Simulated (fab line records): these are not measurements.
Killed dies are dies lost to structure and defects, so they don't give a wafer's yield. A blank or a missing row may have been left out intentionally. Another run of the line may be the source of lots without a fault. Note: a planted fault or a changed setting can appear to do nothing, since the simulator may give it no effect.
A lot that was struck, set against a sound lot	flow nand_harc	40 out of 1302 route steps
Sound: the wafers L502.3, L502.5, L502.6. Wafers struck: L519.3, L519.5, L519.6. At the end, the cause is stated.
At each step with rows: each side's tool, then ch and its chambers, then its first start. Under that, the readings that differ: sound wafers	struck wafers	difference of the means	sigmas: that difference in standard deviations of wafers without a fault.
alike: same words and numbers on both sides, and readings whose means sit less than 2 such deviations apart. not compared: any withheld reading, any reading some wafer has no value for, any bound like >300 that may hide the same value, and any number with overlapping values for which the record gives no deviation.
The two part at a step that has a row with sigmas, a row that says differs or no value, or rows on one side only. Numbers that don't overlap but have no deviation are shown without sigmas and don't part them. A reading that every wafer of one side lacks parts them only if that side has two wafers or more.

first, 6 steps without rows for these wafers: NHARC_A_DECK1_JOINT_CVD_34 (deposits SiNx, target thk 20 nm); NHARC_A_DECK1_JOINT_DEP_06 (deposits SiOx, target thk 80 nm); NHARC_A_DECK1_JOINT_CURE_26 (time 32 s); NHARC_A_DECK1_JOINT_ANNEAL_27 (time 3600 s); NHARC_A_DECK1_JOINT_ANNEAL_28 (time 1800 s); NHARC_A_DECK1_JOINT_ANNEAL_29 (time 1800 s).
NHARC_A_DECK1_JOINT_CMP_02: polishes SiOx.
  sound on cmp-03 ch 1,2,3, day 12 16:53; struck on cmp-01 ch 0,1,2, day 19 03:05
  alike: motor_current_A
next, for these wafers, 1 step has no rows: NHARC_A_DECK1_JOINT_SRD_15.
NHARC_A_DECK1_JOINT_DEP_16: deposits SiO2, target thk 45 nm.
  sound on pecvd-01 ch 0,1,2, day 12 17:13; struck on pecvd-04 ch 0,2, day 19 03:28
  alike: heater_power_w, throttle_valve_pct
NHARC_A_DECK1_JOINT_THK_MEAS_17: measures by ellipsometry.
  sound: film_metro-02 at day 12 17:28; struck: film_metro-02 at day 19 03:43
  alike: thk_nm
NHARC_A_DECK1_JOINT_INSPECT_05:
  sound: defect_inspect-02 at day 12 17:31; struck: defect_inspect-02 at day 19 03:45
  alike: raw_defect_count
NHARC_A_ONON_D2_DEP_00: target thk 1000 nm.
  sound on pecvd_onon-02 ch 0, day 12 17:41; struck on pecvd_onon-02 ch 0, day 19 03:56
NHARC_A_ONON_D2_THK_MEAS_02: measures by ellipsometry.
  sound: film_metro-01 at day 12 18:05; struck: film_metro-02 at day 19 04:19
  alike: thk_nm
then, no rows for these wafers at 1 step: NHARC_A_ONON_D2_DEP_03 (target thk 1000 nm).
NHARC_A_ONON_D2_THK_MEAS_05: measures by ellipsometry.
  sound: film_metro-02 at day 12 18:39; struck: film_metro-02 at day 19 04:53
  alike: thk_nm
then, no rows for these wafers at 1 step: NHARC_A_ONON_D2_DEP_06 (target thk 1000 nm).
NHARC_A_ONON_D2_THK_MEAS_08: measures by ellipsometry.
  sound: film_metro-01 at day 12 19:13; struck: film_metro-02 at day 19 05:27
  alike: thk_nm
then, no rows for these wafers at 1 step: NHARC_A_ONON_D2_DEP_09 (target thk 1000 nm).
NHARC_A_ONON_D2_THK_MEAS_11: measures by ellipsometry.
  sound: film_metro-01 at day 12 19:47; struck: film_metro-02 at day 19 06:01
  alike: thk_nm
then, no rows for these wafers at 1 step: NHARC_A_ONON_D2_DEP_12 (target thk 1000 nm).
NHARC_A_ONON_D2_THK_MEAS_14: measures by ellipsometry.
  sound: film_metro-01 at day 12 20:22; struck: film_metro-02 at day 19 06:35
  alike: thk_nm
then, 2 steps without rows for these wafers: NHARC_A_ONON_D2_ANNEAL_15 (time 3600 s); NHARC_A_ONON_D2_DEP_16 (target thk 1000 nm).
NHARC_A_ONON_D2_THK_MEAS_18: measures by ellipsometry.
  sound: film_metro-01 at day 13 05:25; struck: film_metro-02 at day 19 13:57
reading	sound	struck	difference	sigmas
thk_nm (nm)	980 982 982	1011 1015 1013	+32	+2
then, no rows for these wafers at 1 step: NHARC_A_ONON_D2_DEP_19 (target thk 1000 nm).
NHARC_A_ONON_D2_THK_MEAS_21: measures by ellipsometry.
  sound: film_metro-02 at day 13 05:59; struck: film_metro-02 at day 19 14:31
reading	sound	struck	difference	sigmas
thk_nm (nm)	1010 1010 1007	987 990 987	-21	-2
then, no rows for these wafers at 1 step: NHARC_A_ONON_D2_DEP_22 (target thk 1000 nm).
NHARC_A_ONON_D2_THK_MEAS_24: measures by ellipsometry.
  sound: film_metro-02 at day 13 06:34; struck: film_metro-02 at day 19 15:05
  alike: thk_nm
then, no rows for these wafers at 1 step: NHARC_A_ONON_D2_DEP_25 (target thk 1000 nm).
NHARC_A_ONON_D2_THK_MEAS_27: measures by ellipsometry.
  sound: film_metro-02 at day 13 07:08; struck: film_metro-02 at day 19 15:39
  alike: thk_nm
then, no rows for these wafers at 1 step: NHARC_A_ONON_D2_DEP_28 (target thk 1000 nm).
NHARC_A_ONON_D2_THK_MEAS_30: measures by ellipsometry.
  sound: film_metro-01 at day 13 07:41; struck: film_metro-02 at day 19 16:13
  alike: thk_nm
NHARC_A_ONON_D2_DEP_33: deposits SiO2, target thk 200 nm.
  sound on pecvd-02 ch 1,2, day 13 07:45; struck on pecvd-02 ch 1,2, day 19 16:16
  alike: heater_power_w, throttle_valve_pct
NHARC_A_ONON_D2_THK_MEAS_34: measures by ellipsometry.
  sound: film_metro-01 at day 13 08:10; struck: film_metro-02 at day 19 16:41
  alike: thk_nm
NHARC_A_CHANNEL_HOLE_D2_DEP_00: deposits aC, target thk 3100 nm.
  sound on acl_dep-01 ch 0, day 13 08:56; struck on acl_dep-03 ch 0, day 19 18:37
  alike: throttle_valve_pct
NHARC_A_CHANNEL_HOLE_D2_DEP_01: deposits SiON, target thk 140 nm.
  sound on pecvd-04 ch 0,1,2, day 13 10:16; struck on pecvd-01 ch 0,1, day 19 19:58
  alike: heater_power_w
then, 3 steps without rows for these wafers: NHARC_A_CHANNEL_HOLE_D2_DEHYDRATE_02 (time 120 s); NHARC_A_CHANNEL_HOLE_D2_HMDS_03 (time 30 s); NHARC_A_CHANNEL_HOLE_D2_COAT_36 (time 75 s).
-- break in the record here, with 11 days between the starts of the struck wafers on either side (left off in module A_CHANNEL_HOLE_D2, picked up again in module END, where the first step shown is number 1302 on the route) --
NHARC_END_SORT_01:
  sound on prober-01 ch 0, day 25 02:45; struck on prober-02 ch 0, day 30 23:30
reading	sound	struck	difference	sigmas
killed_at_array	45 47 44	127 129 111	+77	+5
killed_dies	49 50 51	130 134 115	+76	+4
  alike: killed_at_other, killed_at_periphery, killed_open, killed_short

WHERE THEY PART
At NHARC_A_ONON_D2_THK_MEAS_18 first; at NHARC_END_SORT_01 last (within this record only).

WHY: whatever the simulator had introduced
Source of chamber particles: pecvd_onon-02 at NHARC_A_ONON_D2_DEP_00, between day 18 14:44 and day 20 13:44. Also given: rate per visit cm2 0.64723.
